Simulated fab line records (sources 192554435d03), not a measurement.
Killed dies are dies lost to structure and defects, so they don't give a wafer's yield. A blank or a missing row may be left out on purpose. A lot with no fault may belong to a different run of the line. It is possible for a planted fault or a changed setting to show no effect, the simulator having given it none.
Which tool did it? :: flow n5 finfet :: 72 wafers from 24 lots sampled at 4 of the route's 1938 steps

== WHAT THE GAUGES SHOWED, per wafer ==
N5_HKMG_FIN_INSPECT_14: inspects for defects (macro). Usual: raw defect count reads 2.1 (standard deviation 1.4).
lot: L074
measured: day 4 02:11
on: defect inspect-02
raw defect count: 0 3 1
flag: 

lot: L075
measured: day 4 09:18
on: defect inspect-02
raw defect count: 2 1 1
flag: 

lot: L076
measured: day 4 13:50
on: defect inspect-02
raw defect count: 4 2 2
flag: 

lot: L077
measured: day 4 19:30
on: defect inspect-01
raw defect count: 0 1 2
flag: 

lot: L078
measured: day 5 06:44
on: defect inspect-01
raw defect count: 3 0 0
flag: 

lot: L079
measured: day 5 14:19
on: defect inspect-01
raw defect count: 0 2 1
flag: 

lot: L080
measured: day 5 16:35
on: defect inspect-02
raw defect count: 2 3 2
flag: 

lot: L081
measured: day 6 01:53
on: defect inspect-02
raw defect count: 1 4 1
flag: 

lot: L082
measured: day 6 06:33
on: defect inspect-02
raw defect count: 6 2 2
flag: 

lot: L083
measured: day 6 08:52
on: defect inspect-02
raw defect count: 3 0 3
flag: 

lot: L084
measured: day 6 18:32
on: defect inspect-02
raw defect count: 3 3 2
flag: 

lot: L085
measured: day 6 21:35
on: defect inspect-02
raw defect count: 4 4 4
flag: 

lot: L086
measured: day 7 06:05
on: defect inspect-02
raw defect count: 0 4 0
flag: 

lot: L087
measured: day 7 09:29
on: defect inspect-02
raw defect count: 4 1 2
flag: 

lot: L088
measured: day 7 15:27
on: defect inspect-02
raw defect count: 1 5 3
flag: 

lot: L089
measured: day 7 21:31
on: defect inspect-01
raw defect count: 2 1 1
flag: 

lot: L090
measured: day 8 03:52
on: defect inspect-01
raw defect count: 4 2 1
flag: 

lot: L091
measured: day 8 09:20
on: defect inspect-02
raw defect count: 3 0 1
flag: 

lot: L092
measured: day 8 16:19
on: defect inspect-01
raw defect count: 4 3 3
flag: 

lot: L093
measured: day 8 23:33
on: defect inspect-01
raw defect count: 4 0 3
flag: 

lot: L094
measured: day 9 04:23
on: defect inspect-01
raw defect count: 3 1 2
flag: 

lot: L095
measured: day 9 10:19
on: defect inspect-01
raw defect count: 1 1 3
flag: 

lot: L096
measured: day 9 17:02
on: defect inspect-01
raw defect count: 1 3 4
flag: 

lot: L097
measured: day 10 00:08
on: defect inspect-02
raw defect count: 3 3 1
flag: 

== WHICH TOOL RAN EACH LOT (tool, then ch and the chambers of the sampled wafers, then the start) ==
lot: L074
N5_HKMG_FIN_HK_ALD_01: ald hk-02 ch 0,2,3, day 3 22:02
N5_HKMG_FIN_ETCH_58: rie diel-06 ch 0,1,2, day 3 23:16
N5_HKMG_FIN_ALD_79: ald metal-02 ch 0,1,3, day 4 00:19

lot: L075
N5_HKMG_FIN_HK_ALD_01: ald hk-02 ch 0,1,2, day 4 04:57
N5_HKMG_FIN_ETCH_58: rie diel-04 ch 1,3, day 4 06:17
N5_HKMG_FIN_ALD_79: ald metal-03 ch 0,1,3, day 4 07:20

lot: L076
N5_HKMG_FIN_HK_ALD_01: ald hk-01 ch 0,1, day 4 09:42
N5_HKMG_FIN_ETCH_58: rie diel-04 ch 0,1,3, day 4 10:54
N5_HKMG_FIN_ALD_79: ald metal-02 ch 0,1, day 4 11:58

lot: L077
N5_HKMG_FIN_HK_ALD_01: ald hk-02 ch 0,1,3, day 4 15:05
N5_HKMG_FIN_ETCH_58: rie diel-03 ch 0,1,3, day 4 16:25
N5_HKMG_FIN_ALD_79: ald metal-03 ch 0,1,2, day 4 17:29

lot: L078
N5_HKMG_FIN_HK_ALD_01: ald hk-01 ch 0,2,3, day 5 02:28
N5_HKMG_FIN_ETCH_58: rie diel-04 ch 0,3, day 5 03:49
N5_HKMG_FIN_ALD_79: ald metal-03 ch 0,1,2, day 5 04:53

lot: L079
N5_HKMG_FIN_HK_ALD_01: ald hk-02 ch 0,2, day 5 09:42
N5_HKMG_FIN_ETCH_58: rie diel-06 ch 1,3, day 5 11:16
N5_HKMG_FIN_ALD_79: ald metal-03 ch 0,1,3, day 5 12:20

lot: L080
N5_HKMG_FIN_HK_ALD_01: ald hk-02 ch 0,1,3, day 5 12:10
N5_HKMG_FIN_ETCH_58: rie diel-06 ch 0,2,3, day 5 13:25
N5_HKMG_FIN_ALD_79: ald metal-03 ch 2,3, day 5 14:28

lot: L081
N5_HKMG_FIN_HK_ALD_01: ald hk-03 ch 0,2,3, day 5 21:37
N5_HKMG_FIN_ETCH_58: rie diel-04 ch 0,1,3, day 5 22:58
N5_HKMG_FIN_ALD_79: ald metal-02 ch 0,1,3, day 6 00:02

lot: L082
N5_HKMG_FIN_HK_ALD_01: ald hk-01 ch 0,3, day 6 02:16
N5_HKMG_FIN_ETCH_58: rie diel-04 ch 0,3, day 6 03:31
N5_HKMG_FIN_ALD_79: ald metal-03 ch 0,2, day 6 04:35

lot: L083
N5_HKMG_FIN_HK_ALD_01: ald hk-03 ch 1,2,3, day 6 04:23
N5_HKMG_FIN_ETCH_58: rie diel-04 ch 2,3, day 6 05:45
N5_HKMG_FIN_ALD_79: ald metal-01 ch 1,2,3, day 6 06:49

lot: L084
N5_HKMG_FIN_HK_ALD_01: ald hk-02 ch 1,2, day 6 13:53
N5_HKMG_FIN_ETCH_58: rie diel-04 ch 1,2,3, day 6 15:25
N5_HKMG_FIN_ALD_79: ald metal-02 ch 1,2,3, day 6 16:32

lot: L085
N5_HKMG_FIN_HK_ALD_01: ald hk-01 ch 1,3, day 6 17:05
N5_HKMG_FIN_ETCH_58: rie diel-06 ch 0,2, day 6 18:32
N5_HKMG_FIN_ALD_79: ald metal-02 ch 0,2,3, day 6 19:37

lot: L086
N5_HKMG_FIN_HK_ALD_01: ald hk-02 ch 0,1,2, day 7 01:34
N5_HKMG_FIN_ETCH_58: rie diel-04 ch 0,2,3, day 7 02:55
N5_HKMG_FIN_ALD_79: ald metal-02 ch 0,1,2, day 7 03:59

lot: L087
N5_HKMG_FIN_HK_ALD_01: ald hk-03 ch 0,1,2, day 7 04:55
N5_HKMG_FIN_ETCH_58: rie diel-03 ch 0,1,3, day 7 06:16
N5_HKMG_FIN_ALD_79: ald metal-02 ch 0,2,3, day 7 07:31

lot: L088
N5_HKMG_FIN_HK_ALD_01: ald hk-02 ch 0,2,3, day 7 10:51
N5_HKMG_FIN_ETCH_58: rie diel-04 ch 1,2, day 7 12:14
N5_HKMG_FIN_ALD_79: ald metal-01 ch 0,1,3, day 7 13:23

lot: L089
N5_HKMG_FIN_HK_ALD_01: ald hk-03 ch 0,1,2, day 7 16:46
N5_HKMG_FIN_ETCH_58: rie diel-06 ch 1,2,3, day 7 18:27
N5_HKMG_FIN_ALD_79: ald metal-01 ch 1,2,3, day 7 19:32

lot: L090
N5_HKMG_FIN_HK_ALD_01: ald hk-02 ch 1,2,3, day 7 23:01
N5_HKMG_FIN_ETCH_58: rie diel-04 ch 1,2,3, day 8 00:44
N5_HKMG_FIN_ALD_79: ald metal-01 ch 0,2,3, day 8 01:49

lot: L091
N5_HKMG_FIN_HK_ALD_01: ald hk-03 ch 0,3, day 8 04:56
N5_HKMG_FIN_ETCH_58: rie diel-03 ch 1,2,3, day 8 06:17
N5_HKMG_FIN_ALD_79: ald metal-03 ch 0,3, day 8 07:20

lot: L092
N5_HKMG_FIN_HK_ALD_01: ald hk-01 ch 0,3, day 8 12:02
N5_HKMG_FIN_ETCH_58: rie diel-03 ch 0,1,2, day 8 13:14
N5_HKMG_FIN_ALD_79: ald metal-01 ch 2,3, day 8 14:25

lot: L093
N5_HKMG_FIN_HK_ALD_01: ald hk-01 ch 0,1,3, day 8 19:01
N5_HKMG_FIN_ETCH_58: rie diel-06 ch 0,1,3, day 8 20:30
N5_HKMG_FIN_ALD_79: ald metal-01 ch 0,3, day 8 21:35

lot: L094
N5_HKMG_FIN_HK_ALD_01: ald hk-03 ch 0,1,3, day 8 23:50
N5_HKMG_FIN_ETCH_58: rie diel-03 ch 0,1, day 9 01:28
N5_HKMG_FIN_ALD_79: ald metal-02 ch 1,2,3, day 9 02:32

lot: L095
N5_HKMG_FIN_HK_ALD_01: ald hk-01 ch 0,1,3, day 9 05:43
N5_HKMG_FIN_ETCH_58: rie diel-06 ch 2,3, day 9 07:00
N5_HKMG_FIN_ALD_79: ald metal-01 ch 0,2, day 9 08:11

lot: L096
N5_HKMG_FIN_HK_ALD_01: ald hk-01 ch 1,3, day 9 12:10
N5_HKMG_FIN_ETCH_58: rie diel-06 ch 0,2,3, day 9 13:41
N5_HKMG_FIN_ALD_79: ald metal-01 ch 1,2,3, day 9 14:45

lot: L097
N5_HKMG_FIN_HK_ALD_01: ald hk-02 ch 0,1,2, day 9 20:01
N5_HKMG_FIN_ETCH_58: rie diel-04 ch 2,3, day 9 21:14
N5_HKMG_FIN_ALD_79: ald metal-03 ch 0,2, day 9 22:18
- N5_HKMG_FIN_HK_ALD_01: deposits HfO2, target thk 1.6 nm, pulse time 3 s, purge time 3 s.
- N5_HKMG_FIN_ETCH_58: etches SOC in N2/H2, target depth 215.8 nm, time 741 s.
- N5_HKMG_FIN_ALD_79: deposits TiN, target thk 1.5 nm, pulse time 1 s, purge time 3 s.

== AS READ BY THE TOOLS THEMSELVES (means over the sampled wafers that have a number; for cases with no such wafer, the mark the record gives instead) ==
N5_HKMG_FIN_HK_ALD_01. Usual: precursor pulse height rel reads 1.002 (standard deviation 0.02).
lot: L074
tool: ald hk-02
precursor pulse height rel: 0.974
flag: 

lot: L075
tool: ald hk-02
precursor pulse height rel: 1.025
flag: 

lot: L076
tool: ald hk-01
precursor pulse height rel: 1.012
flag: 

lot: L077
tool: ald hk-02
precursor pulse height rel: 0.974
flag: 

lot: L078
tool: ald hk-01
precursor pulse height rel: 1.003
flag: 

lot: L079
tool: ald hk-02
precursor pulse height rel: 1.024
flag: 

lot: L080
tool: ald hk-02
precursor pulse height rel: 1.021
flag: 

lot: L081
tool: ald hk-03
precursor pulse height rel: 1.008
flag: 

lot: L082
tool: ald hk-01
precursor pulse height rel: 1.012
flag: 

lot: L083
tool: ald hk-03
precursor pulse height rel: 1.025
flag: 

lot: L084
tool: ald hk-02
precursor pulse height rel: 1.004
flag: 

lot: L085
tool: ald hk-01
precursor pulse height rel: 1.009
flag: 

lot: L086
tool: ald hk-02
precursor pulse height rel: 0.998
flag: 

lot: L087
tool: ald hk-03
precursor pulse height rel: 0.986
flag: 

lot: L088
tool: ald hk-02
precursor pulse height rel: 1.005
flag: 

lot: L089
tool: ald hk-03
precursor pulse height rel: 1.011
flag: 

lot: L090
tool: ald hk-02
precursor pulse height rel: 0.994
flag: 

lot: L091
tool: ald hk-03
precursor pulse height rel: 0.993
flag: 

lot: L092
tool: ald hk-01
precursor pulse height rel: 1.003
flag: 

lot: L093
tool: ald hk-01
precursor pulse height rel: 0.993
flag: 

lot: L094
tool: ald hk-03
precursor pulse height rel: 1.011
flag: 

lot: L095
tool: ald hk-01
precursor pulse height rel: 0.977
flag: 

lot: L096
tool: ald hk-01
precursor pulse height rel: 1.009
flag: 

lot: L097
tool: ald hk-02
precursor pulse height rel: 0.993
flag: 

N5_HKMG_FIN_ETCH_58. Usual: drypump motor current A 5.7 A, standard deviation 0.58; oes product au 0.82 a.u., standard deviation 0.09; rf vpp V 98.7 V, standard deviation 0.98; showerhead plenum p Torr 2.49 Torr, standard deviation 0.056; throttle valve pct 17.85 %, standard deviation 0.22.
lot: L074
tool: rie diel-06
drypump motor current A (A): 5.2
oes product au (a.u.): 0.83
rf vpp V (V): 98.7
showerhead plenum p Torr (Torr): 2.48
throttle valve pct (%): 17.87
flag: 

lot: L075
tool: rie diel-04
drypump motor current A (A): 5.8
oes product au (a.u.): 0.93
rf vpp V (V): 98.3
showerhead plenum p Torr (Torr): 2.48
throttle valve pct (%): 17.70
flag: 

lot: L076
tool: rie diel-04
drypump motor current A (A): 5.8
oes product au (a.u.): 0.88
rf vpp V (V): 99.4
showerhead plenum p Torr (Torr): 2.47
throttle valve pct (%): 17.69
flag: 

lot: L077
tool: rie diel-03
drypump motor current A (A): 6.0
oes product au (a.u.): 0.78
rf vpp V (V): 98.4
showerhead plenum p Torr (Torr): 2.47
throttle valve pct (%): 17.94
flag: 

lot: L078
tool: rie diel-04
drypump motor current A (A): 5.6
oes product au (a.u.): 0.87
rf vpp V (V): 99.8
showerhead plenum p Torr (Torr): 2.46
throttle valve pct (%): 17.81
flag: 

lot: L079
tool: rie diel-06
drypump motor current A (A): 5.4
oes product au (a.u.): 0.80
rf vpp V (V): 99.2
showerhead plenum p Torr (Torr): 2.49
throttle valve pct (%): 17.88
flag: 

lot: L080
tool: rie diel-06
drypump motor current A (A): 5.8
oes product au (a.u.): 0.77
rf vpp V (V): 99.3
showerhead plenum p Torr (Torr): 2.47
throttle valve pct (%): 18.00
flag: 

lot: L081
tool: rie diel-04
drypump motor current A (A): 5.8
oes product au (a.u.): 0.86
rf vpp V (V): 98.5
showerhead plenum p Torr (Torr): 2.47
throttle valve pct (%): 17.71
flag: 

lot: L082
tool: rie diel-04
drypump motor current A (A): 5.6
oes product au (a.u.): 0.85
rf vpp V (V): 97.4
showerhead plenum p Torr (Torr): 2.46
throttle valve pct (%): 17.83
flag: 

lot: L083
tool: rie diel-04
drypump motor current A (A): 5.7
oes product au (a.u.): 0.83
rf vpp V (V): 98.2
showerhead plenum p Torr (Torr): 2.49
throttle valve pct (%): 17.91
flag: 

lot: L084
tool: rie diel-04
drypump motor current A (A): 5.9
oes product au (a.u.): 0.84
rf vpp V (V): 97.8
showerhead plenum p Torr (Torr): 2.49
throttle valve pct (%): 17.80
flag: 

lot: L085
tool: rie diel-06
drypump motor current A (A): 5.3
oes product au (a.u.): 0.81
rf vpp V (V): 97.9
showerhead plenum p Torr (Torr): 2.47
throttle valve pct (%): 17.92
flag: 

lot: L086
tool: rie diel-04
drypump motor current A (A): 5.7
oes product au (a.u.): 0.77
rf vpp V (V): 98.5
showerhead plenum p Torr (Torr): 2.48
throttle valve pct (%): 17.91
flag: 

lot: L087
tool: rie diel-03
drypump motor current A (A): 6.0
oes product au (a.u.): 0.85
rf vpp V (V): 99.2
showerhead plenum p Torr (Torr): 2.57
throttle valve pct (%): 17.80
flag: 

lot: L088
tool: rie diel-04
drypump motor current A (A): 6.0
oes product au (a.u.): 0.82
rf vpp V (V): 98.6
showerhead plenum p Torr (Torr): 2.50
throttle valve pct (%): 17.70
flag: 

lot: L089
tool: rie diel-06
drypump motor current A (A): 5.6
oes product au (a.u.): 0.84
rf vpp V (V): 98.5
showerhead plenum p Torr (Torr): 2.46
throttle valve pct (%): 17.89
flag: 

lot: L090
tool: rie diel-04
drypump motor current A (A): 5.8
oes product au (a.u.): 0.81
rf vpp V (V): 99.2
showerhead plenum p Torr (Torr): 2.49
throttle valve pct (%): 17.81
flag: 

lot: L091
tool: rie diel-03
drypump motor current A (A): 6.0
oes product au (a.u.): 0.84
rf vpp V (V): 98.3
showerhead plenum p Torr (Torr): 2.54
throttle valve pct (%): 17.72
flag: 

lot: L092
tool: rie diel-03
drypump motor current A (A): 5.5
oes product au (a.u.): 0.83
rf vpp V (V): 98.9
showerhead plenum p Torr (Torr): 2.51
throttle valve pct (%): 17.87
flag: 

lot: L093
tool: rie diel-06
drypump motor current A (A): 5.6
oes product au (a.u.): 0.86
rf vpp V (V): 98.8
showerhead plenum p Torr (Torr): 2.48
throttle valve pct (%): 17.79
flag: 

lot: L094
tool: rie diel-03
drypump motor current A (A): 6.1
oes product au (a.u.): 0.75
rf vpp V (V): 99.0
showerhead plenum p Torr (Torr): 2.48
throttle valve pct (%): 18.12
flag: 

lot: L095
tool: rie diel-06
drypump motor current A (A): 6.3
oes product au (a.u.): 0.85
rf vpp V (V): 97.7
showerhead plenum p Torr (Torr): 2.47
throttle valve pct (%): 17.86
flag: 

lot: L096
tool: rie diel-06
drypump motor current A (A): 5.8
oes product au (a.u.): 0.81
rf vpp V (V): 98.5
showerhead plenum p Torr (Torr): 2.46
throttle valve pct (%): 17.93
flag: 

lot: L097
tool: rie diel-04
drypump motor current A (A): 5.7
oes product au (a.u.): 0.79
rf vpp V (V): 98.9
showerhead plenum p Torr (Torr): 2.47
throttle valve pct (%): 17.96
flag: 

N5_HKMG_FIN_ALD_79. Usual: heater power w 871 W, standard deviation 100; precursor pulse height rel 0.998, standard deviation 0.022.
lot: L074
tool: ald metal-02
heater power w (W): 887
precursor pulse height rel: 1.002
flag: 

lot: L075
tool: ald metal-03
heater power w (W): 830
precursor pulse height rel: 1.009
flag: 

lot: L076
tool: ald metal-02
heater power w (W): 856
precursor pulse height rel: 0.992
flag: 

lot: L077
tool: ald metal-03
heater power w (W): 866
precursor pulse height rel: 1.022
flag: 

lot: L078
tool: ald metal-03
heater power w (W): 874
precursor pulse height rel: 1.010
flag: 

lot: L079
tool: ald metal-03
heater power w (W): 827
precursor pulse height rel: 0.997
flag: 

lot: L080
tool: ald metal-03
heater power w (W): 749
precursor pulse height rel: 0.984
flag: 

lot: L081
tool: ald metal-02
heater power w (W): 900
precursor pulse height rel: 1.020
flag: 

lot: L082
tool: ald metal-03
heater power w (W): 838
precursor pulse height rel: 1.001
flag: 

lot: L083
tool: ald metal-01
heater power w (W): 989
precursor pulse height rel: 1.017
flag: 

lot: L084
tool: ald metal-02
heater power w (W): 815
precursor pulse height rel: 0.987
flag: 

lot: L085
tool: ald metal-02
heater power w (W): 900
precursor pulse height rel: 1.016
flag: 

lot: L086
tool: ald metal-02
heater power w (W): 852
precursor pulse height rel: 1.006
flag: 

lot: L087
tool: ald metal-02
heater power w (W): 873
precursor pulse height rel: 0.993
flag: 

lot: L088
tool: ald metal-01
heater power w (W): 883
precursor pulse height rel: 0.995
flag: 

lot: L089
tool: ald metal-01
heater power w (W): 989
precursor pulse height rel: 0.993
flag: 

lot: L090
tool: ald metal-01
heater power w (W): 908
precursor pulse height rel: 1.010
flag: 

lot: L091
tool: ald metal-03
heater power w (W): 800
precursor pulse height rel: 0.996
flag: 

lot: L092
tool: ald metal-01
heater power w (W): 969
precursor pulse height rel: 0.990
flag: 

lot: L093
tool: ald metal-01
heater power w (W): 866
precursor pulse height rel: 1.006
flag: 

lot: L094
tool: ald metal-02
heater power w (W): 821
precursor pulse height rel: 0.985
flag: 

lot: L095
tool: ald metal-01
heater power w (W): 855
precursor pulse height rel: 0.980
flag: 

lot: L096
tool: ald metal-01
heater power w (W): 989
precursor pulse height rel: 1.008
flag: 

lot: L097
tool: ald metal-03
heater power w (W): 832
precursor pulse height rel: 0.983
flag: 

== THE ANSWER, worked out from the rows above alone ==
Rule: take the mean of a lot's wafers that have a number; if it is more than 3 standard deviations from the usual mean, the lot is off. A lot without any number at a reading at which 4 lots or more have one is off too. Where the step has rows for the other lots, those lots are counted as sound. Order of review: gauges by route order, followed by the tools' own readings, for which a lot's mean as printed above is used. At the first step where some lot is off, the reading lying furthest off is the one used; lots without a number count as furthest.
Across all readings shown, no lot is off: no conclusion can be drawn from this.

== WHAT HAD BEEN PUT IN BY THE SIMULATOR ==
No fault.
